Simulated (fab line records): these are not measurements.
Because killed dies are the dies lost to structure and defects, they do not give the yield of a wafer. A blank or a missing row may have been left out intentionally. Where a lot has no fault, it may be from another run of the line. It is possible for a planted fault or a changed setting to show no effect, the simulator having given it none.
Which tool is to blame? :: flow n5Finfet :: 24 lots with 72 wafers sampled at 4 steps, on a route of 1938 steps

WHAT THE GAUGES READ, wafer by wafer
N5_BEOL_M5_CD_MEAS_35: target cd 28 nm, target cd y 24 nm. Usual: cdNm reads 28.1 nm (standard deviation 0.4).
lot: L074
measured: day 8 11:51
on: cdSem-03
cdNm (nm): 27.9 29.0 28.7
flag: 

lot: L075
measured: day 8 11:52
on: cdSem-03
cdNm (nm): 27.4 28.2 27.7
flag: 

lot: L076
measured: day 8 17:02
on: cdSem-02
cdNm (nm): 27.4 28.4 27.8
flag: 

lot: L077
measured: day 8 21:18
on: cdSem-01
cdNm (nm): 28.2 28.2 28.9
flag: 

lot: L078
measured: day 9 01:18
on: cdSem-01
cdNm (nm): 28.3 27.8 28.0
flag: 

lot: L079
measured: day 9 11:48
on: cdSem-03
cdNm (nm): 27.7 27.6 28.0
flag: 

lot: L081
measured: day 9 17:42
on: cdSem-01
cdNm (nm): 28.3 28.0 27.5
flag: 

lot: L080
measured: day 9 20:38
on: cdSem-01
cdNm (nm): 27.5 27.6 27.5
flag: 

lot: L083
measured: day 10 04:14
on: cdSem-01
cdNm (nm): 28.8 28.5 28.2
flag: 

lot: L082
measured: day 10 13:12
on: cdSem-02
cdNm (nm): 27.9 28.3 28.1
flag: 

lot: L084
measured: day 10 15:31
on: cdSem-01
cdNm (nm): 27.9 28.2 27.8
flag: 

lot: L085
measured: day 10 18:36
on: cdSem-01
cdNm (nm): 28.2 28.3 28.2
flag: 

lot: L087
measured: day 11 02:52
on: cdSem-02
cdNm (nm): 28.4 28.3 27.9
flag: 

lot: L086
measured: day 11 03:31
on: cdSem-03
cdNm (nm): 27.5 27.8 28.1
flag: 

lot: L088
measured: day 11 20:50
on: cdSem-03
cdNm (nm): 28.4 28.6 27.6
flag: 

lot: L090
measured: day 11 22:37
on: cdSem-01
cdNm (nm): 28.5 28.2 27.5
flag: 

lot: L089
measured: day 12 00:16
on: cdSem-03
cdNm (nm): 28.9 27.3 28.2
flag: 

lot: L091
measured: day 12 16:56
on: cdSem-03
cdNm (nm): 28.9 28.7 28.2
flag: 

lot: L093
measured: day 12 17:23
on: cdSem-02
cdNm (nm): 28.1 28.2 28.2
flag: 

lot: L094
measured: day 12 23:17
on: cdSem-01
cdNm (nm): 28.4 28.5 28.0
flag: 

lot: L092
measured: day 12 23:40
on: cdSem-03
cdNm (nm): 28.2 27.7 27.9
flag: 

lot: L095
measured: day 13 02:48
on: cdSem-03
cdNm (nm): 27.9 28.1 28.2
flag: 

lot: L096
measured: day 13 18:32
on: cdSem-03
cdNm (nm): 28.3 28.5 28.0
flag: 

lot: L097
measured: day 14 07:57
on: cdSem-02
cdNm (nm): 27.7 28.2 27.6
flag: 

TOOL THAT RAN EACH LOT (tool first, then ch and the chambers of the sampled wafers, then the start)
lot: L074
N5_BEOL_M5_STRIP_19: rieDiel-01 ch 0,3, day 8 08:41
N5_BEOL_M5_DESCUM_33: rieDiel-02 ch 0,3, day 8 11:17
N5_BEOL_M5_ETCH_41: rieDiel-02 ch 0,3, day 8 11:51 or earlier

lot: L075
N5_BEOL_M5_STRIP_19: rieDiel-06 ch 0,1,3, day 8 08:49
N5_BEOL_M5_DESCUM_33: rieDiel-06 ch 0,1, day 8 11:17
N5_BEOL_M5_ETCH_41: rieDiel-06 ch 0,1, day 8 11:52 or earlier

lot: L076
N5_BEOL_M5_STRIP_19: rieDiel-06 ch 1,2,3, day 8 12:20
N5_BEOL_M5_DESCUM_33: rieDiel-02 ch 0,2, day 8 16:28
N5_BEOL_M5_ETCH_41: rieDiel-02 ch 0,2, day 8 17:02 or earlier

lot: L077
N5_BEOL_M5_STRIP_19: rieDiel-02 ch 0,2, day 8 18:17
N5_BEOL_M5_DESCUM_33: rieDiel-02 ch 0,1,2, day 8 20:44
N5_BEOL_M5_ETCH_41: rieDiel-02 ch 0,1,2, day 8 21:18 or earlier

lot: L078
N5_BEOL_M5_STRIP_19: rieDiel-06 ch 0,2, day 8 21:48
N5_BEOL_M5_DESCUM_33: rieDiel-02 ch 1,2,3, day 9 00:44
N5_BEOL_M5_ETCH_41: rieDiel-02 ch 1,2,3, day 9 01:18 or earlier

lot: L079
N5_BEOL_M5_STRIP_19: rieDiel-06 ch 0,1,3, day 9 07:38
N5_BEOL_M5_DESCUM_33: rieDiel-01 ch 0,1,2, day 9 11:14
N5_BEOL_M5_ETCH_41: rieDiel-01 ch 0,1,2, day 9 11:48 or earlier

lot: L081
N5_BEOL_M5_STRIP_19: rieDiel-06 ch 0,3, day 9 16:37
N5_BEOL_M5_DESCUM_33: rieDiel-01 ch 1,3, day 9 17:07
N5_BEOL_M5_ETCH_41: rieDiel-01 ch 1,3, day 9 17:42 or earlier

lot: L080
N5_BEOL_M5_STRIP_19: rieDiel-01 ch 0,2,3, day 9 19:32
N5_BEOL_M5_DESCUM_33: rieDiel-02 ch 0,1,2, day 9 20:04
N5_BEOL_M5_ETCH_41: rieDiel-02 ch 0,1,3, day 9 20:38 or earlier

lot: L083
N5_BEOL_M5_STRIP_19: rieDiel-01 ch 0,1,2, day 10 00:59
N5_BEOL_M5_DESCUM_33: rieDiel-01 ch 0,1,2, day 10 03:40
N5_BEOL_M5_ETCH_41: rieDiel-01 ch 0,1,2, day 10 04:14 or earlier

lot: L082
N5_BEOL_M5_STRIP_19: rieDiel-06 ch 0,1,3, day 10 10:37
N5_BEOL_M5_DESCUM_33: rieDiel-02 ch 1,3, day 10 12:37
N5_BEOL_M5_ETCH_41: rieDiel-02 ch 1,3, day 10 13:12 or earlier

lot: L084
N5_BEOL_M5_STRIP_19: rieDiel-02 ch 0,1,3, day 10 14:08
N5_BEOL_M5_DESCUM_33: rieDiel-02 ch 0,2,3, day 10 14:50
N5_BEOL_M5_ETCH_41: rieDiel-02 ch 0,2,3, day 10 15:31 or earlier

lot: L085
N5_BEOL_M5_STRIP_19: rieDiel-01 ch 1,2, day 10 17:31
N5_BEOL_M5_DESCUM_33: rieDiel-06 ch 0,1, day 10 18:01
N5_BEOL_M5_ETCH_41: rieDiel-06 ch 0,1, day 10 18:36 or earlier

lot: L087
N5_BEOL_M5_STRIP_19: rieDiel-02 ch 0,2, day 11 01:35
N5_BEOL_M5_DESCUM_33: rieDiel-06 ch 0,1, day 11 02:17
N5_BEOL_M5_ETCH_41: rieDiel-06 ch 0,1, day 11 02:52 or earlier

lot: L086
N5_BEOL_M5_STRIP_19: rieDiel-06 ch 1,2,3, day 11 01:55
N5_BEOL_M5_DESCUM_33: rieDiel-02 ch 1,2, day 11 02:56
N5_BEOL_M5_ETCH_41: rieDiel-02 ch 1,2, day 11 03:31 or earlier

lot: L088
N5_BEOL_M5_STRIP_19: rieDiel-01 ch 0,1,3, day 11 19:45
N5_BEOL_M5_DESCUM_33: rieDiel-01 ch 0,1,2, day 11 20:16
N5_BEOL_M5_ETCH_41: rieDiel-01 ch 0,1,2, day 11 20:50 or earlier

lot: L090
N5_BEOL_M5_STRIP_19: rieDiel-02 ch 0,2, day 11 21:07
N5_BEOL_M5_DESCUM_33: rieDiel-01 ch 0,1,2, day 11 22:02
N5_BEOL_M5_ETCH_41: rieDiel-01 ch 0,1,2, day 11 22:37 or earlier

lot: L089
N5_BEOL_M5_STRIP_19: rieDiel-01 ch 0,1,2, day 11 22:26
N5_BEOL_M5_DESCUM_33: rieDiel-02 ch 0,2, day 11 23:41
N5_BEOL_M5_ETCH_41: rieDiel-02 ch 0,2, day 12 00:16 or earlier

lot: L091
N5_BEOL_M5_STRIP_19: rieDiel-01 ch 0,1, day 12 14:40
N5_BEOL_M5_DESCUM_33: rieDiel-01 ch 1,2, day 12 16:21
N5_BEOL_M5_ETCH_41: rieDiel-01 ch 1,2, day 12 16:56 or earlier

lot: L093
N5_BEOL_M5_STRIP_19: rieDiel-02 ch 1,2,3, day 12 15:50
N5_BEOL_M5_DESCUM_33: rieDiel-02 ch 0,1,3, day 12 16:49
N5_BEOL_M5_ETCH_41: rieDiel-02 ch 0,1,3, day 12 17:23 or earlier

lot: L094
N5_BEOL_M5_STRIP_19: rieDiel-02 ch 1,2, day 12 22:02
N5_BEOL_M5_DESCUM_33: rieDiel-01 ch 2,3, day 12 22:43
N5_BEOL_M5_ETCH_41: rieDiel-01 ch 2,3, day 12 23:17 or earlier

lot: L092
N5_BEOL_M5_STRIP_19: rieDiel-06 ch 1,2,3, day 12 22:14
N5_BEOL_M5_DESCUM_33: rieDiel-06 ch 0,3, day 12 23:06
N5_BEOL_M5_ETCH_41: rieDiel-06 ch 0,3, day 12 23:40 or earlier

lot: L095
N5_BEOL_M5_STRIP_19: rieDiel-02 ch 0,2,3, day 12 23:28
N5_BEOL_M5_DESCUM_33: rieDiel-02 ch 0,1, day 13 02:14
N5_BEOL_M5_ETCH_41: rieDiel-02 ch 0,1, day 13 02:48 or earlier

lot: L096
N5_BEOL_M5_STRIP_19: rieDiel-01 ch 1,3, day 13 17:20
N5_BEOL_M5_DESCUM_33: rieDiel-06 ch 2,3, day 13 17:58
N5_BEOL_M5_ETCH_41: rieDiel-06 ch 2,3, day 13 18:32 or earlier

lot: L097
N5_BEOL_M5_STRIP_19: rieDiel-01 ch 0,1, day 14 02:44
N5_BEOL_M5_DESCUM_33: rieDiel-01 ch 0,2, day 14 07:22
N5_BEOL_M5_ETCH_41: rieDiel-01 ch 0,2, day 14 07:57 or earlier
- N5_BEOL_M5_STRIP_19: strips in O2.
- N5_BEOL_M5_DESCUM_33: chemistry O2, time 7 s.
- N5_BEOL_M5_ETCH_41: etches SiCN in CH3F/O2, target depth 31.5 nm, time 56.7 s.

WHAT THE TOOLS THEMSELVES READ (means of the sampled wafers that have a number; where no wafer has one, the mark that the record gives instead)
N5_BEOL_M5_STRIP_19. Usual: drypumpMotorCurrentA 5.9 A, standard deviation 0.44; oesProductAu 0.76 a.u., standard deviation 0.084; rfVppV 3.6 V, standard deviation 0.49; showerheadPlenumPTorr 2.10 Torr, standard deviation 0.09; throttleValvePct 16.7 %, standard deviation 0.33.
lot: L074
tool: rieDiel-01
drypumpMotorCurrentA (A): 5.7
oesProductAu (a.u.): 0.81
rfVppV (V): 3.8
showerheadPlenumPTorr (Torr): 2.08
throttleValvePct (%): 16.2
flag: 

lot: L075
tool: rieDiel-06
drypumpMotorCurrentA (A): 6.3
oesProductAu (a.u.): 0.84
rfVppV (V): 3.2
showerheadPlenumPTorr (Torr): 2.11
throttleValvePct (%): 16.7
flag: 

lot: L076
tool: rieDiel-06
drypumpMotorCurrentA (A): 6.1
oesProductAu (a.u.): 0.84
rfVppV (V): 4.2
showerheadPlenumPTorr (Torr): 2.05
throttleValvePct (%): 16.8
flag: 

lot: L077
tool: rieDiel-02
drypumpMotorCurrentA (A): 5.6
oesProductAu (a.u.): 0.74
rfVppV (V): 4.3
showerheadPlenumPTorr (Torr): 2.16
throttleValvePct (%): 16.8
flag: 

lot: L078
tool: rieDiel-06
drypumpMotorCurrentA (A): 6.6
oesProductAu (a.u.): 0.70
rfVppV (V): 3.2
showerheadPlenumPTorr (Torr): 2.13
throttleValvePct (%): 16.9
flag: 

lot: L079
tool: rieDiel-06
drypumpMotorCurrentA (A): 6.4
oesProductAu (a.u.): 0.83
rfVppV (V): 4.2
showerheadPlenumPTorr (Torr): 2.10
throttleValvePct (%): 16.6
flag: 

lot: L081
tool: rieDiel-06
drypumpMotorCurrentA (A): 6.4
oesProductAu (a.u.): 0.76
rfVppV (V): 3.9
showerheadPlenumPTorr (Torr): 2.14
throttleValvePct (%): 16.7
flag: 

lot: L080
tool: rieDiel-01
drypumpMotorCurrentA (A): 5.7
oesProductAu (a.u.): 0.75
rfVppV (V): 3.6
showerheadPlenumPTorr (Torr): 2.02
throttleValvePct (%): 16.4
flag: 

lot: L083
tool: rieDiel-01
drypumpMotorCurrentA (A): 5.5
oesProductAu (a.u.): 0.76
rfVppV (V): 3.9
showerheadPlenumPTorr (Torr): 2.09
throttleValvePct (%): 16.5
flag: 

lot: L082
tool: rieDiel-06
drypumpMotorCurrentA (A): 6.4
oesProductAu (a.u.): 0.82
rfVppV (V): 3.8
showerheadPlenumPTorr (Torr): 2.10
throttleValvePct (%): 16.7
flag: 

lot: L084
tool: rieDiel-02
drypumpMotorCurrentA (A): 5.9
oesProductAu (a.u.): 0.75
rfVppV (V): 3.7
showerheadPlenumPTorr (Torr): 2.13
throttleValvePct (%): 16.7
flag: 

lot: L085
tool: rieDiel-01
drypumpMotorCurrentA (A): 5.5
oesProductAu (a.u.): 0.72
rfVppV (V): 4.0
showerheadPlenumPTorr (Torr): 2.12
throttleValvePct (%): 16.9
flag: 

lot: L087
tool: rieDiel-02
drypumpMotorCurrentA (A): 5.3
oesProductAu (a.u.): 0.76
rfVppV (V): 3.8
showerheadPlenumPTorr (Torr): 2.13
throttleValvePct (%): 16.7
flag: 

lot: L086
tool: rieDiel-06
drypumpMotorCurrentA (A): 6.1
oesProductAu (a.u.): 0.82
rfVppV (V): 3.5
showerheadPlenumPTorr (Torr): 2.04
throttleValvePct (%): 16.8
flag: 

lot: L088
tool: rieDiel-01
drypumpMotorCurrentA (A): 5.8
oesProductAu (a.u.): 0.72
rfVppV (V): 3.4
showerheadPlenumPTorr (Torr): 2.09
throttleValvePct (%): 16.7
flag: 

lot: L090
tool: rieDiel-02
drypumpMotorCurrentA (A): 5.6
oesProductAu (a.u.): 0.72
rfVppV (V): 3.7
showerheadPlenumPTorr (Torr): 2.16
throttleValvePct (%): 16.8
flag: 

lot: L089
tool: rieDiel-01
drypumpMotorCurrentA (A): 5.5
oesProductAu (a.u.): 0.75
rfVppV (V): 4.0
showerheadPlenumPTorr (Torr): 2.08
throttleValvePct (%): 16.6
flag: 

lot: L091
tool: rieDiel-01
drypumpMotorCurrentA (A): 5.6
oesProductAu (a.u.): 0.79
rfVppV (V): 3.8
showerheadPlenumPTorr (Torr): 2.14
throttleValvePct (%): 16.4
flag: 

lot: L093
tool: rieDiel-02
drypumpMotorCurrentA (A): 5.7
oesProductAu (a.u.): 0.76
rfVppV (V): 4.0
showerheadPlenumPTorr (Torr): 2.11
throttleValvePct (%): 16.7
flag: 

lot: L094
tool: rieDiel-02
drypumpMotorCurrentA (A): 5.3
oesProductAu (a.u.): 0.79
rfVppV (V): 3.9
showerheadPlenumPTorr (Torr): 2.14
throttleValvePct (%): 16.6
flag: 

lot: L092
tool: rieDiel-06
drypumpMotorCurrentA (A): 6.1
oesProductAu (a.u.): 0.80
rfVppV (V): 3.7
showerheadPlenumPTorr (Torr): 2.04
throttleValvePct (%): 16.8
flag: 

lot: L095
tool: rieDiel-02
drypumpMotorCurrentA (A): 5.7
oesProductAu (a.u.): 0.71
rfVppV (V): 3.7
showerheadPlenumPTorr (Torr): 2.09
throttleValvePct (%): 16.8
flag: 

lot: L096
tool: rieDiel-01
drypumpMotorCurrentA (A): 5.9
oesProductAu (a.u.): 0.86
rfVppV (V): 3.5
showerheadPlenumPTorr (Torr): 2.22
throttleValvePct (%): 16.6
flag: 

lot: L097
tool: rieDiel-01
drypumpMotorCurrentA (A): 5.6
oesProductAu (a.u.): 0.77
rfVppV (V): 3.8
showerheadPlenumPTorr (Torr): 2.13
throttleValvePct (%): 16.4
flag: 

N5_BEOL_M5_DESCUM_33. Usual: drypumpMotorCurrentA 5.8 A, standard deviation 0.43; oesProductAu 0.77 a.u., standard deviation 0.086; rfVppV 243.3 V, standard deviation 1.6; showerheadPlenumPTorr 2.11 Torr, standard deviation 0.09; throttleValvePct 20.4 %, standard deviation 0.36.
lot: L074
tool: rieDiel-02
drypumpMotorCurrentA (A): 6.1
oesProductAu (a.u.): 0.71
rfVppV (V): 243.2
showerheadPlenumPTorr (Torr): 2.05
throttleValvePct (%): 20.6
flag: 

lot: L075
tool: rieDiel-06
drypumpMotorCurrentA (A): 6.6
oesProductAu (a.u.): 0.83
rfVppV (V): 243.6
showerheadPlenumPTorr (Torr): 2.10
throttleValvePct (%): 20.4
flag: 

lot: L076
tool: rieDiel-02
drypumpMotorCurrentA (A): 5.3
oesProductAu (a.u.): 0.78
rfVppV (V): 243.6
showerheadPlenumPTorr (Torr): 2.13
throttleValvePct (%): 20.4
flag: 

lot: L077
tool: rieDiel-02
drypumpMotorCurrentA (A): 5.5
oesProductAu (a.u.): 0.80
rfVppV (V): 244.9
showerheadPlenumPTorr (Torr): 2.18
throttleValvePct (%): 20.3
flag: 

lot: L078
tool: rieDiel-02
drypumpMotorCurrentA (A): 5.7
oesProductAu (a.u.): 0.80
rfVppV (V): 243.1
showerheadPlenumPTorr (Torr): 2.11
throttleValvePct (%): 20.4
flag: 

lot: L079
tool: rieDiel-01
drypumpMotorCurrentA (A): 5.5
oesProductAu (a.u.): 0.77
rfVppV (V): 242.5
showerheadPlenumPTorr (Torr): 2.09
throttleValvePct (%): 20.3
flag: 

lot: L081
tool: rieDiel-01
drypumpMotorCurrentA (A): 5.7
oesProductAu (a.u.): 0.71
rfVppV (V): 243.0
showerheadPlenumPTorr (Torr): 2.12
throttleValvePct (%): 20.7
flag: 

lot: L080
tool: rieDiel-02
drypumpMotorCurrentA (A): 5.6
oesProductAu (a.u.): 0.79
rfVppV (V): 244.5
showerheadPlenumPTorr (Torr): 2.17
throttleValvePct (%): 20.3
flag: 

lot: L083
tool: rieDiel-01
drypumpMotorCurrentA (A): 5.5
oesProductAu (a.u.): 0.76
rfVppV (V): 243.1
showerheadPlenumPTorr (Torr): 2.08
throttleValvePct (%): 20.3
flag: 

lot: L082
tool: rieDiel-02
drypumpMotorCurrentA (A): 5.9
oesProductAu (a.u.): 0.80
rfVppV (V): 243.4
showerheadPlenumPTorr (Torr): 2.15
throttleValvePct (%): 20.2
flag: 

lot: L084
tool: rieDiel-02
drypumpMotorCurrentA (A): 5.7
oesProductAu (a.u.): 0.73
rfVppV (V): 242.8
showerheadPlenumPTorr (Torr): 2.09
throttleValvePct (%): 20.6
flag: 

lot: L085
tool: rieDiel-06
drypumpMotorCurrentA (A): 6.7
oesProductAu (a.u.): 0.75
rfVppV (V): 243.3
showerheadPlenumPTorr (Torr): 2.13
throttleValvePct (%): 20.6
flag: 

lot: L087
tool: rieDiel-06
drypumpMotorCurrentA (A): 6.6
oesProductAu (a.u.): 0.82
rfVppV (V): 243.1
showerheadPlenumPTorr (Torr): 2.10
throttleValvePct (%): 20.5
flag: 

lot: L086
tool: rieDiel-02
drypumpMotorCurrentA (A): 5.5
oesProductAu (a.u.): 0.83
rfVppV (V): 244.9
showerheadPlenumPTorr (Torr): 2.19
throttleValvePct (%): 20.2
flag: 

lot: L088
tool: rieDiel-01
drypumpMotorCurrentA (A): 5.5
oesProductAu (a.u.): 0.75
rfVppV (V): 242.8
showerheadPlenumPTorr (Torr): 2.08
throttleValvePct (%): 20.3
flag: 

lot: L090
tool: rieDiel-01
drypumpMotorCurrentA (A): 5.6
oesProductAu (a.u.): 0.75
rfVppV (V): 241.9
showerheadPlenumPTorr (Torr): 2.08
throttleValvePct (%): 20.3
flag: 

lot: L089
tool: rieDiel-02
drypumpMotorCurrentA (A): 5.3
oesProductAu (a.u.): 0.76
rfVppV (V): 244.8
showerheadPlenumPTorr (Torr): 2.12
throttleValvePct (%): 20.5
flag: 

lot: L091
tool: rieDiel-01
drypumpMotorCurrentA (A): 5.4
oesProductAu (a.u.): 0.70
rfVppV (V): 242.3
showerheadPlenumPTorr (Torr): 2.03
throttleValvePct (%): 20.5
flag: 

lot: L093
tool: rieDiel-02
drypumpMotorCurrentA (A): 5.9
oesProductAu (a.u.): 0.73
rfVppV (V): 243.8
showerheadPlenumPTorr (Torr): 2.12
throttleValvePct (%): 20.4
flag: 

lot: L094
tool: rieDiel-01
drypumpMotorCurrentA (A): 5.8
oesProductAu (a.u.): 0.89
rfVppV (V): 243.9
showerheadPlenumPTorr (Torr): 2.14
throttleValvePct (%): 20.1
flag: 

lot: L092
tool: rieDiel-06
drypumpMotorCurrentA (A): 6.1
oesProductAu (a.u.): 0.80
rfVppV (V): 242.9
showerheadPlenumPTorr (Torr): 2.09
throttleValvePct (%): 20.5
flag: 

lot: L095
tool: rieDiel-02
drypumpMotorCurrentA (A): 5.8
oesProductAu (a.u.): 0.78
rfVppV (V): 243.9
showerheadPlenumPTorr (Torr): 2.20
throttleValvePct (%): 20.2
flag: 

lot: L096
tool: rieDiel-06
drypumpMotorCurrentA (A): 5.9
oesProductAu (a.u.): 0.80
rfVppV (V): 241.4
showerheadPlenumPTorr (Torr): 2.03
throttleValvePct (%): 20.7
flag: 

lot: L097
tool: rieDiel-01
drypumpMotorCurrentA (A): 5.5
oesProductAu (a.u.): 0.96
rfVppV (V): 245.1
showerheadPlenumPTorr (Torr): 2.17
throttleValvePct (%): 19.8
flag: 

N5_BEOL_M5_ETCH_41. Usual: drypumpMotorCurrentA 5.8 A, standard deviation 0.43; oesProductAu 0.76 a.u., standard deviation 0.089; rfVppV 297.6 V, standard deviation 1.9; showerheadPlenumPTorr 2.01 Torr, standard deviation 0.078; throttleValvePct 16.27 %, standard deviation 0.28.
lot: L074
tool: rieDiel-02
drypumpMotorCurrentA (A): 6.1
oesProductAu (a.u.): 0.70
rfVppV (V): 296.8
showerheadPlenumPTorr (Torr): 1.96
throttleValvePct (%): 16.49
flag: 

lot: L075
tool: rieDiel-06
drypumpMotorCurrentA (A): 6.6
oesProductAu (a.u.): 0.82
rfVppV (V): 296.7
showerheadPlenumPTorr (Torr): 1.99
throttleValvePct (%): 16.16
flag: 

lot: L076
tool: rieDiel-02
drypumpMotorCurrentA (A): 5.3
oesProductAu (a.u.): 0.75
rfVppV (V): 297.3
showerheadPlenumPTorr (Torr): 2.04
throttleValvePct (%): 16.32
flag: 

lot: L077
tool: rieDiel-02
drypumpMotorCurrentA (A): 5.6
oesProductAu (a.u.): 0.78
rfVppV (V): 298.8
showerheadPlenumPTorr (Torr): 2.07
throttleValvePct (%): 16.16
flag: 

lot: L078
tool: rieDiel-02
drypumpMotorCurrentA (A): 5.7
oesProductAu (a.u.): 0.78
rfVppV (V): 297.1
showerheadPlenumPTorr (Torr): 2.02
throttleValvePct (%): 16.30
flag: 

lot: L079
tool: rieDiel-01
drypumpMotorCurrentA (A): 5.5
oesProductAu (a.u.): 0.77
rfVppV (V): 297.3
showerheadPlenumPTorr (Torr): 2.00
throttleValvePct (%): 16.21
flag: 

lot: L081
tool: rieDiel-01
drypumpMotorCurrentA (A): 5.7
oesProductAu (a.u.): 0.70
rfVppV (V): 297.1
showerheadPlenumPTorr (Torr): 2.00
throttleValvePct (%): 16.42
flag: 

lot: L080
tool: rieDiel-02
drypumpMotorCurrentA (A): 5.9
oesProductAu (a.u.): 0.76
rfVppV (V): 298.4
showerheadPlenumPTorr (Torr): 2.03
throttleValvePct (%): 16.25
flag: 

lot: L083
tool: rieDiel-01
drypumpMotorCurrentA (A): 5.5
oesProductAu (a.u.): 0.76
rfVppV (V): 297.4
showerheadPlenumPTorr (Torr): 2.00
throttleValvePct (%): 16.22
flag: 

lot: L082
tool: rieDiel-02
drypumpMotorCurrentA (A): 5.9
oesProductAu (a.u.): 0.81
rfVppV (V): 298.0
showerheadPlenumPTorr (Torr): 2.05
throttleValvePct (%): 16.15
flag: 

lot: L084
tool: rieDiel-02
drypumpMotorCurrentA (A): 5.7
oesProductAu (a.u.): 0.71
rfVppV (V): 297.0
showerheadPlenumPTorr (Torr): 1.99
throttleValvePct (%): 16.43
flag: 

lot: L085
tool: rieDiel-06
drypumpMotorCurrentA (A): 6.7
oesProductAu (a.u.): 0.74
rfVppV (V): 297.2
showerheadPlenumPTorr (Torr): 2.02
throttleValvePct (%): 16.28
flag: 

lot: L087
tool: rieDiel-06
drypumpMotorCurrentA (A): 6.6
oesProductAu (a.u.): 0.81
rfVppV (V): 297.7
showerheadPlenumPTorr (Torr): 1.99
throttleValvePct (%): 16.18
flag: 

lot: L086
tool: rieDiel-02
drypumpMotorCurrentA (A): 5.5
oesProductAu (a.u.): 0.82
rfVppV (V): 298.2
showerheadPlenumPTorr (Torr): 2.09
throttleValvePct (%): 16.08
flag: 

lot: L088
tool: rieDiel-01
drypumpMotorCurrentA (A): 5.5
oesProductAu (a.u.): 0.75
rfVppV (V): 297.0
showerheadPlenumPTorr (Torr): 2.00
throttleValvePct (%): 16.26
flag: 

lot: L090
tool: rieDiel-01
drypumpMotorCurrentA (A): 5.5
oesProductAu (a.u.): 0.76
rfVppV (V): 297.6
showerheadPlenumPTorr (Torr): 2.00
throttleValvePct (%): 16.25
flag: 

lot: L089
tool: rieDiel-02
drypumpMotorCurrentA (A): 5.3
oesProductAu (a.u.): 0.74
rfVppV (V): 298.1
showerheadPlenumPTorr (Torr): 2.03
throttleValvePct (%): 16.37
flag: 

lot: L091
tool: rieDiel-01
drypumpMotorCurrentA (A): 5.5
oesProductAu (a.u.): 0.70
rfVppV (V): 298.0
showerheadPlenumPTorr (Torr): 1.94
throttleValvePct (%): 16.43
flag: 

lot: L093
tool: rieDiel-02
drypumpMotorCurrentA (A): 5.9
oesProductAu (a.u.): 0.72
rfVppV (V): 297.9
showerheadPlenumPTorr (Torr): 2.02
throttleValvePct (%): 16.30
flag: 

lot: L094
tool: rieDiel-01
drypumpMotorCurrentA (A): 5.8
oesProductAu (a.u.): 0.88
rfVppV (V): 299.2
showerheadPlenumPTorr (Torr): 2.04
throttleValvePct (%): 15.99
flag: 

lot: L092
tool: rieDiel-06
drypumpMotorCurrentA (A): 6.1
oesProductAu (a.u.): 0.78
rfVppV (V): 297.0
showerheadPlenumPTorr (Torr): 1.99
throttleValvePct (%): 16.31
flag: 

lot: L095
tool: rieDiel-02
drypumpMotorCurrentA (A): 5.7
oesProductAu (a.u.): 0.78
rfVppV (V): 298.0
showerheadPlenumPTorr (Torr): 2.09
throttleValvePct (%): 16.05
flag: 

lot: L096
tool: rieDiel-06
drypumpMotorCurrentA (A): 5.8
oesProductAu (a.u.): 0.78
rfVppV (V): 296.3
showerheadPlenumPTorr (Torr): 1.93
throttleValvePct (%): 16.43
flag: 

lot: L097
tool: rieDiel-01
drypumpMotorCurrentA (A): 5.5
oesProductAu (a.u.): 0.96
rfVppV (V): 299.4
showerheadPlenumPTorr (Torr): 2.10
throttleValvePct (%): 15.87
flag: 

THE ANSWER, worked out from the rows above alone
Rule: a lot counts as off when the mean over its wafers that have a number is more than 3 standard deviations away from the usual mean. Also off: a lot with no number at a reading for which 4 or more lots have one. Any other lot the step has rows for is counted as sound. The gauges are gone through in route order, then the tools' own readings, and for those a lot's mean is taken as printed above. At the first step where some lot is off, the reading lying furthest off is the one used; lots without a number count as furthest.
None of the lots is off at any reading shown; this tells nothing.

WHAT THE SIMULATOR HAD PUT IN
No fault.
